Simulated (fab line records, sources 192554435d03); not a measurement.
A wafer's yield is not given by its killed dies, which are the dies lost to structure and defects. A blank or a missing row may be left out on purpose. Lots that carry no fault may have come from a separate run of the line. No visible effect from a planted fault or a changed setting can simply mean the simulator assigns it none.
Matching of chambers ; flow n5Finfet ; N5_HKMG_FIN_NWFM_ALD_20 on aldMetal-01: 4 sister chambers
The step deposits TiAlC, target thk 2 nm, pulse time 3 s, purge time 2 s. 7 wafers are shown with their chamber, then 7 later ones without.

WAFERS WITH THEIR CHAMBER
wafer;chamber;heaterPowerW (W);precursorPulseHeightRel
L635.6;1;416;1.019
L636.2;2;471;1.002
L636.5;3;449;1.012
L640.5;3;449;1.007
L640.6;0;537;0.995
L642.1;2;469;1.014
L642.3;0;540;1.033

WAFERS MISSING THEIR CHAMBER
wafer;heaterPowerW (W);precursorPulseHeightRel
L642.6;528;0.991
L643.1;469;0.979
L643.2;518;0.977
L643.4;459;1.022
L648.4;427;1.004
L648.5;456;1.012
L648.6;532;0.989

WHICH CHAMBER EACH ONE RAN IN
wafer;from the rows above;in truth
L642.6;0;0
L643.1;2;2
L643.2;0;0
L643.4;can't be placed: 3 or 2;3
L648.4;1;1
L648.5;3;3
L648.6;0;0
Correctly placed: 6 of 7. Can't be placed from these rows: 1 (the true chamber is among the candidates in 1). Number placed wrongly: 0.
How it was worked out, from the rows above alone: a wafer's distance from a chamber is the root of the sum, over the readings, of the square of ((its reading less the chamber's mean) divided by the reading's scatter). If the next closest chamber is less than 2 further off than the closest, the wafer can't be placed; otherwise it belongs to the closest. A chamber's mean is the mean of its shown wafers. The scatter: take each reading less its chamber's mean, square it, sum over the shown wafers, divide by the number of wafers less the number of chambers, and take the root.
